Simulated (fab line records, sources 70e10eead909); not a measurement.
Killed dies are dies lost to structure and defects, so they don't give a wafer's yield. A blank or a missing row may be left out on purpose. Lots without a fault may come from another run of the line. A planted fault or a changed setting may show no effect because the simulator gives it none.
Which tool did it? | flow nand_harc | 24 lots, 72 wafers sampled, at 6 steps of a route of 1302

WHAT THE GAUGES READ, wafer by wafer
NHARC_A_BLC_CD_MEAS_19.
lot  | measured     | on        | cd_nm (nm)
L074 | day 23 06:04 | cd_sem-01 | 100.7 98.3 98.4
L075 | day 23 06:41 | cd_sem-01 | 99.3 99.3 100.6
L076 | day 23 15:55 | cd_sem-01 | 103.1 100.9 100.6
L079 | day 24 12:07 | cd_sem-03 | 99.5 100.0 102.5
L078 | day 24 15:39 | cd_sem-01 | 99.8 102.0 102.8
L077 | day 24 16:31 | cd_sem-01 | 101.3 97.6 100.8
L081 | day 25 17:38 | cd_sem-03 | 101.2 102.2 100.6
L080 | day 25 19:04 | cd_sem-03 | 101.9 102.3 101.1
L082 | day 25 23:14 | cd_sem-03 | 100.3 101.5 101.0
L083 | day 26 10:13 | cd_sem-01 | 100.3 100.9 98.9
L086 | day 27 16:43 | cd_sem-03 | 99.3 101.6 102.1
L087 | day 27 23:25 | cd_sem-01 | 101.0 101.8 97.4
L085 | day 28 02:10 | cd_sem-02 | 99.7 99.5 100.7
L084 | day 28 11:22 | cd_sem-01 | 104.7 96.5 100.2
L091 | day 28 17:46 | cd_sem-03 | 99.6 100.8 100.1
L089 | day 28 18:44 | cd_sem-01 | 98.0 97.9 98.2
L088 | day 28 22:04 | cd_sem-01 | 101.2 102.1 98.1
L090 | day 29 03:34 | cd_sem-01 | 99.1 100.1 98.5
L093 | day 30 03:37 | cd_sem-03 | 98.1 101.1 99.0
L092 | day 30 06:02 | cd_sem-01 | 101.6 100.8 100.3
L094 | day 31 07:13 | cd_sem-01 | 99.7 99.0 98.5
L096 | day 32 05:05 | cd_sem-02 | 101.5 98.0 98.2
L097 | day 32 09:23 | cd_sem-02 | 100.7 99.9 101.5
L095 | day 32 10:00 | cd_sem-01 | 97.4 99.5 99.5

NHARC_A_BLC_INSPECT_28.
lot  | measured     | on                | raw_defect_count
L074 | day 23 08:29 | defect_inspect-02 | 524 560 564
L075 | day 23 08:40 | defect_inspect-02 | 703 514 554
L076 | day 23 17:53 | defect_inspect-02 | 950 909 591
L079 | day 24 14:05 | defect_inspect-02 | 383 512 476
L078 | day 24 17:44 | defect_inspect-01 | 436 665 529
L077 | day 24 18:29 | defect_inspect-02 | 430 420 490
L081 | day 25 19:44 | defect_inspect-02 | 488 370 484
L080 | day 25 21:03 | defect_inspect-01 | 386 376 412
L082 | day 26 01:14 | defect_inspect-01 | 568 545 469
L083 | day 26 12:13 | defect_inspect-01 | 403 330 453
L086 | day 27 18:42 | defect_inspect-01 | 545 524 493
L087 | day 28 01:24 | defect_inspect-02 | 358 375 275
L085 | day 28 04:11 | defect_inspect-01 | 498 509 483
L084 | day 28 13:22 | defect_inspect-02 | 386 449 438
L091 | day 28 19:44 | defect_inspect-02 | 485 655 587
L089 | day 28 20:48 | defect_inspect-02 | 516 416 544
L088 | day 29 00:05 | defect_inspect-02 | 777 475 389
L090 | day 29 05:32 | defect_inspect-01 | 354 408 501
L093 | day 30 05:37 | defect_inspect-01 | 580 537 396
L092 | day 30 08:01 | defect_inspect-02 | 778 648 548
L094 | day 31 09:11 | defect_inspect-01 | 564 571 532
L096 | day 32 07:08 | defect_inspect-01 | 393 544 481
L097 | day 32 11:21 | defect_inspect-01 | 443 582 497
L095 | day 32 12:02 | defect_inspect-01 | 501 714 622

NHARC_A_M1_THK_MEAS_24: measures by xrf.
lot  | measured     | on            | thk_nm (nm)
L074 | day 23 16:20 | film_metro-02 | 154.9 153.2 155.2
L075 | day 23 16:40 | film_metro-02 | 154.7 155.1 155.1
L076 | day 24 02:16 | film_metro-01 | 152.4 155.4 151.6
L079 | day 24 22:22 | film_metro-01 | 153.5 152.3 154.0
L078 | day 25 01:28 | film_metro-01 | 155.3 157.1 155.1
L077 | day 25 02:08 | film_metro-02 | 155.2 155.8 155.1
L081 | day 26 03:16 | film_metro-02 | 156.4 153.3 154.4
L080 | day 26 05:08 | film_metro-01 | 150.8 153.8 154.5
L082 | day 26 08:36 | film_metro-01 | 153.1 153.2 153.2
L083 | day 26 19:49 | film_metro-02 | 152.9 153.3 152.9
L086 | day 28 02:35 | film_metro-02 | 155.4 151.6 150.2
L087 | day 28 08:50 | film_metro-01 | 155.6 154.8 154.5
L085 | day 28 11:43 | film_metro-02 | 154.7 155.3 155.2
L084 | day 28 21:01 | film_metro-01 | 157.4 157.4 157.7
L091 | day 29 03:34 | film_metro-01 | 154.7 153.3 154.9
L089 | day 29 04:16 | film_metro-02 | 157.9 154.1 152.5
L088 | day 29 07:52 | film_metro-02 | 155.4 154.5 156.1
L090 | day 29 13:16 | film_metro-01 | 153.9 153.3 155.3
L093 | day 30 12:56 | film_metro-01 | 154.9 157.0 154.8
L092 | day 30 15:36 | film_metro-02 | 153.0 154.0 155.2
L094 | day 31 16:45 | film_metro-01 | 152.0 153.0 151.6
L096 | day 32 14:46 | film_metro-02 | 155.5 155.3 155.3
L097 | day 32 18:59 | film_metro-01 | 156.5 155.7 155.9
L095 | day 32 20:05 | film_metro-02 | 155.2 155.2 155.1

WHICH TOOL RAN EACH LOT (tool, then ch and the chambers of the sampled wafers, then the start)
lot  | NHARC_A_BLC_PVD_32                      | NHARC_A_BLC_CMP_25            | NHARC_A_M1_ETCH_28
L074 | pvd_sputter-02, day 23 08:05 or earlier | cmp-04 ch 0,1,3, day 23 08:05 | rie_diel-02 ch 0,1,3, day 23 16:20 or earlier
L075 | pvd_sputter-02, day 23 08:17 or earlier | cmp-01 ch 1,2, day 23 08:17   | rie_diel-09 ch 1,2,3, day 23 16:40 or earlier
L076 | pvd_sputter-01, day 23 17:31 or earlier | cmp-04 ch 1,2,3, day 23 17:31 | rie_diel-09 ch 1,2,3, day 24 02:16 or earlier
L079 | pvd_sputter-03, day 24 13:40 or earlier | cmp-01 ch 0,2,3, day 24 13:40 | rie_diel-09 ch 1,3, day 24 22:22 or earlier
L078 | pvd_sputter-02, day 24 17:19 or earlier | cmp-03 ch 0,3, day 24 17:19   | rie_diel-11 ch 0,2,3, day 25 01:28 or earlier
L077 | pvd_sputter-03, day 24 18:08 or earlier | cmp-01 ch 0,2,3, day 24 18:08 | rie_diel-11 ch 0,1,2, day 25 02:08 or earlier
L081 | pvd_sputter-02, day 25 19:20 or earlier | cmp-01 ch 1,2,3, day 25 19:20 | rie_diel-09 ch 2,3, day 26 03:16 or earlier
L080 | pvd_sputter-03, day 25 20:39 or earlier | cmp-01 ch 1,2, day 25 20:39   | rie_diel-02 ch 0,3, day 26 05:08 or earlier
L082 | pvd_sputter-03, day 26 00:49 or earlier | cmp-03 ch 0,1,3, day 26 00:49 | rie_diel-11 ch 0,2,3, day 26 08:36 or earlier
L083 | pvd_sputter-02, day 26 11:52 or earlier | cmp-04 ch 0,2,3, day 26 11:52 | rie_diel-02 ch 0,3, day 26 19:49 or earlier
L086 | pvd_sputter-03, day 27 18:19 or earlier | cmp-01 ch 0,1,2, day 27 18:19 | rie_diel-11 ch 1,2, day 28 02:35 or earlier
L087 | pvd_sputter-03, day 28 01:00 or earlier | cmp-04 ch 1,2,3, day 28 01:00 | rie_diel-02 ch 0,1,2, day 28 08:50 or earlier
L085 | pvd_sputter-02, day 28 03:48 or earlier | cmp-01 ch 0,1, day 28 03:48   | rie_diel-02 ch 1,2, day 28 11:43 or earlier
L084 | pvd_sputter-02, day 28 12:58 or earlier | cmp-01 ch 0,1,3, day 28 12:58 | rie_diel-09 ch 0,1,3, day 28 21:01 or earlier
L091 | pvd_sputter-03, day 28 19:20 or earlier | cmp-04 ch 0,1,2, day 28 19:20 | rie_diel-02 ch 1,2,3, day 29 03:34 or earlier
L089 | pvd_sputter-01, day 28 20:24 or earlier | cmp-04 ch 0,2,3, day 28 20:24 | rie_diel-02 ch 0,2,3, day 29 04:16 or earlier
L088 | pvd_sputter-03, day 28 23:42 or earlier | cmp-01 ch 2,3, day 28 23:42   | rie_diel-02 ch 1,2,3, day 29 07:52 or earlier
L090 | pvd_sputter-03, day 29 05:11 or earlier | cmp-01 ch 0,1,3, day 29 05:11 | rie_diel-02 ch 0,3, day 29 13:16 or earlier
L093 | pvd_sputter-03, day 30 05:12 or earlier | cmp-03 ch 0,1, day 30 05:12   | rie_diel-02 ch 0,2,3, day 30 12:56 or earlier
L092 | pvd_sputter-02, day 30 07:38 or earlier | cmp-04 ch 0,1,2, day 30 07:38 | rie_diel-11 ch 0,1,2, day 30 15:36 or earlier
L094 | pvd_sputter-01, day 31 08:52 or earlier | cmp-01 ch 0,1,2, day 31 08:52 | rie_diel-02 ch 0,1, day 31 16:45 or earlier
L096 | pvd_sputter-01, day 32 06:47 or earlier | cmp-01 ch 0,2,3, day 32 06:47 | rie_diel-02 ch 0,1,2, day 32 14:46 or earlier
L097 | pvd_sputter-03, day 32 10:57 or earlier | cmp-04 ch 0,1, day 32 10:57   | rie_diel-11 ch 1,2,3, day 32 18:59 or earlier
L095 | pvd_sputter-02, day 32 11:38 or earlier | cmp-04 ch 0,1, day 32 11:38   | rie_diel-02 ch 0,1,2, day 32 20:05 or earlier
- NHARC_A_BLC_PVD_32: deposits Ti, target thk 5 nm, time 17.7 s.
- NHARC_A_BLC_CMP_25: polishes, t overpolish 30 s, target thk 150 nm.
- NHARC_A_M1_ETCH_28: etches the open film in CF4/N2, target depth 30 nm, time 72.99 s.

WHAT THE TOOLS THEMSELVES READ (means of the sampled wafers that have a number; where no wafer has one, the mark that the record gives instead)
NHARC_A_BLC_PVD_32.
lot  | tool           | throttle_valve_pct (%)
L074 | pvd_sputter-02 | 29.0
L075 | pvd_sputter-02 | 29.3
L076 | pvd_sputter-01 | 29.3
L079 | pvd_sputter-03 | 30.3
L078 | pvd_sputter-02 | 28.9
L077 | pvd_sputter-03 | 30.5
L081 | pvd_sputter-02 | 28.9
L080 | pvd_sputter-03 | 30.0
L082 | pvd_sputter-03 | 29.8
L083 | pvd_sputter-02 | 28.8
L086 | pvd_sputter-03 | 30.4
L087 | pvd_sputter-03 | 31.0
L085 | pvd_sputter-02 | 28.7
L084 | pvd_sputter-02 | 27.7
L091 | pvd_sputter-03 | 29.6
L089 | pvd_sputter-01 | 30.4
L088 | pvd_sputter-03 | 29.7
L090 | pvd_sputter-03 | 30.3
L093 | pvd_sputter-03 | 31.4
L092 | pvd_sputter-02 | 28.3
L094 | pvd_sputter-01 | 30.5
L096 | pvd_sputter-01 | 31.1
L097 | pvd_sputter-03 | 30.2
L095 | pvd_sputter-02 | 28.5

NHARC_A_BLC_CMP_25.
lot  | tool   | motor_current_A (A) | overpolish_run_s (s) | time_to_endpoint_s (s)
L074 | cmp-04 | 11.8                | 30.001               | 27.8
L075 | cmp-01 | 11.9                | 29.991               | 28.9
L076 | cmp-04 | 11.6                | 30.003               | 27.6
L079 | cmp-01 | 11.6                | 29.998               | 28.7
L078 | cmp-03 | 13.7                | 30.007               | 29.6
L077 | cmp-01 | 11.8                | 29.995               | 29.7
L081 | cmp-01 | 12.3                | 30.009               | 28.8
L080 | cmp-01 | 12.6                | 29.993               | 31.7
L082 | cmp-03 | 13.2                | 29.994               | 27.1
L083 | cmp-04 | 11.8                | 30.002               | 29.1
L086 | cmp-01 | 12.0                | 29.996               | 30.9
L087 | cmp-04 | 11.9                | 30.001               | 26.3
L085 | cmp-01 | 13.1                | 30.000               | 31.7
L084 | cmp-01 | 12.1                | 30.003               | 30.9
L091 | cmp-04 | 12.4                | 30.010               | 31.8
L089 | cmp-04 | 11.9                | 29.995               | 31.4
L088 | cmp-01 | 12.1                | 29.998               | 31.5
L090 | cmp-01 | 12.5                | 30.002               | 31.5
L093 | cmp-03 | 12.1                | 30.006               | 27.0
L092 | cmp-04 | 12.5                | 29.994               | 29.1
L094 | cmp-01 | 12.1                | 30.004               | 34.6
L096 | cmp-01 | 11.9                | 29.993               | 32.4
L097 | cmp-04 | 12.1                | 30.000               | 31.8
L095 | cmp-04 | 12.3                | 30.005               | 28.5

NHARC_A_M1_ETCH_28.
lot  | tool        | chamber_pressure_mTorr (mTorr) | drypump_motor_current_A (A) | oes_product_au (a.u.) | rf_vpp_V (V) | showerhead_plenum_p_Torr (Torr) | throttle_valve_pct (%)
L074 | rie_diel-02 | 30.049                         | 5.5                         | 0.994                 | 312.9        | 2.54                            | 19.800
L075 | rie_diel-09 | 29.990                         | 6.0                         | 1.007                 | 313.9        | 2.63                            | 19.793
L076 | rie_diel-09 | 29.980                         | 6.0                         | 0.998                 | 315.1        | 2.63                            | 19.796
L079 | rie_diel-09 | 29.994                         | 5.9                         | 1.003                 | 314.3        | 2.63                            | 19.792
L078 | rie_diel-11 | 30.004                         | 5.6                         | 1.000                 | 312.8        | 2.60                            | 19.781
L077 | rie_diel-11 | 30.027                         | 5.3                         | 0.985                 | 314.9        | 2.69                            | 19.802
L081 | rie_diel-09 | 29.985                         | 5.7                         | 1.006                 | 314.2        | 2.61                            | 19.799
L080 | rie_diel-02 | 30.012                         | 5.4                         | 1.003                 | 314.1        | 2.56                            | 19.793
L082 | rie_diel-11 | 30.007                         | 5.6                         | 0.996                 | 312.7        | 2.59                            | 19.797
L083 | rie_diel-02 | 29.977                         | 5.5                         | 0.998                 | 312.5        | 2.54                            | 19.801
L086 | rie_diel-11 | 30.019                         | 5.0                         | 1.002                 | 314.8        | 2.69                            | 19.793
L087 | rie_diel-02 | 29.992                         | 5.9                         | 0.998                 | 312.0        | 2.49                            | 19.792
L085 | rie_diel-02 | 30.014                         | 5.9                         | 0.995                 | 311.3        | 2.49                            | 19.797
L084 | rie_diel-09 | 29.979                         | 6.0                         | 1.015                 | 312.6        | 2.60                            | 19.801
L091 | rie_diel-02 | 29.982                         | 5.8                         | 0.993                 | 312.8        | 2.52                            | 19.795
L089 | rie_diel-02 | 29.995                         | 5.7                         | 1.006                 | 311.8        | 2.52                            | 19.798
L088 | rie_diel-02 | 30.006                         | 5.8                         | 0.989                 | 311.9        | 2.52                            | 19.800
L090 | rie_diel-02 | 30.005                         | 5.4                         | 0.995                 | 313.1        | 2.56                            | 19.797
L093 | rie_diel-02 | 29.995                         | 5.7                         | 1.001                 | 312.9        | 2.52                            | 19.788
L092 | rie_diel-11 | 30.012                         | 5.3                         | 0.997                 | 315.3        | 2.69                            | 19.794
L094 | rie_diel-02 | 29.980                         | 5.7                         | 1.002                 | 312.8        | 2.50                            | 19.797
L096 | rie_diel-02 | 30.000                         | 5.9                         | 0.999                 | 312.0        | 2.49                            | 19.789
L097 | rie_diel-11 | 30.013                         | 5.3                         | 1.003                 | 313.5        | 2.58                            | 19.798
L095 | rie_diel-02 | 29.979                         | 5.9                         | 1.000                 | 311.4        | 2.49                            | 19.795

THE ANSWER, worked out from the rows above alone
Rule: what is usual is taken from the lots themselves. Put in order of their means at a reading, lots are off if they are a third of the lots or fewer, leave a main group of 4 or more, and stand apart from it by a gap of 3 or more times the standard deviation of the main group's means; of several such gaps the widest counts. A main group whose means are all the same, to the digits that the tables above print for the reading, isn't used. A lot without any number at a reading at which 4 lots or more have one is off too. The other lots that the step has rows for count as sound. The gauges are gone through in route order, then the tools' own readings, and for those a lot's mean is taken as printed above. The first step at which some lot is off is used, and at that step the reading that is off furthest; a lot without a number counts as furthest.
No lot is off at any reading shown: from this, nothing can be told.

WHAT THE SIMULATOR HAD PUT IN
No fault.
